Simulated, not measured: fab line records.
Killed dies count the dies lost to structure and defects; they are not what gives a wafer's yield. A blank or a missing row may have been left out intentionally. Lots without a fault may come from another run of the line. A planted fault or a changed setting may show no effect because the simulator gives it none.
Which tool is to blame?	flow n5-finfet	at 1 step of a route of 1938, 20 lots with 60 wafers sampled

WHAT EACH GAUGE READ, for each wafer
N5_BEOL_M4_INSPECT_13: inspects for defects (brightfield).
lot	measured	on	raw-defect-count
L075	day 7 09:05	defect-inspect-02	423 332 425
L074	day 7 12:46	defect-inspect-02	393 351 472
L079	day 8 17:19	defect-inspect-02	591 615 667
L078	day 8 20:28	defect-inspect-01	414 452 394
L080	day 9 04:34	defect-inspect-01	377 313 331
L082	day 9 07:39	defect-inspect-01	343 391 316
L081	day 9 07:50	defect-inspect-02	430 358 366
L083	day 9 08:40	defect-inspect-02	471 511 531
L084	day 10 03:41	defect-inspect-01	378 318 394
L085	day 10 11:41	defect-inspect-02	502 434 417
L087	day 11 10:03	defect-inspect-01	389 280 507
L088	day 11 16:38	defect-inspect-01	308 364 306
L089	day 11 19:14	defect-inspect-02	390 501 469
L090	day 11 20:07	defect-inspect-02	367 301 497
L092	day 12 04:47	defect-inspect-01	407 287 407
L093	day 12 11:05	defect-inspect-01	385 358 489
L094	day 12 13:40	defect-inspect-01	546 435 386
L095	day 12 21:12	defect-inspect-01	452 401 373
L096	day 13 06:58	defect-inspect-02	547 626 524
L097	day 13 11:58	defect-inspect-01	370 359 358

WHICH TOOL RAN EACH LOT (tool, then ch and the chambers of the sampled wafers, then the start)
Record: no process step prior to these readings.

AS READ BY THE TOOLS THEMSELVES (means over the sampled wafers that have a number; for cases with no such wafer, the mark the record gives instead)
The record holds no such reading with a usual standard deviation.

THE ANSWER, worked out from the rows above alone
Rule: what is usual is taken from the lots themselves. Put in order of their means at a reading, lots are off if they are a third of the lots or fewer, leave a main group of 4 or more, and stand apart from it by a gap of 3 or more times the standard deviation of the main group's means; of several such gaps the widest counts. A main group is skipped when, at the precision printed for the reading in the tables above, its means are all equal. Also off: a lot with no number at a reading for which 4 or more lots have one. The other lots that the step has rows for count as sound. After the gauges, taken in route order, come the tools' own readings; for these a lot's mean is taken, as printed above. At the first step where some lot is off, the reading lying furthest off is the one used; lots without a number count as furthest.
No lot is off on any of the readings shown, so nothing can be concluded from this.

WHAT HAD BEEN PUT IN BY THE SIMULATOR
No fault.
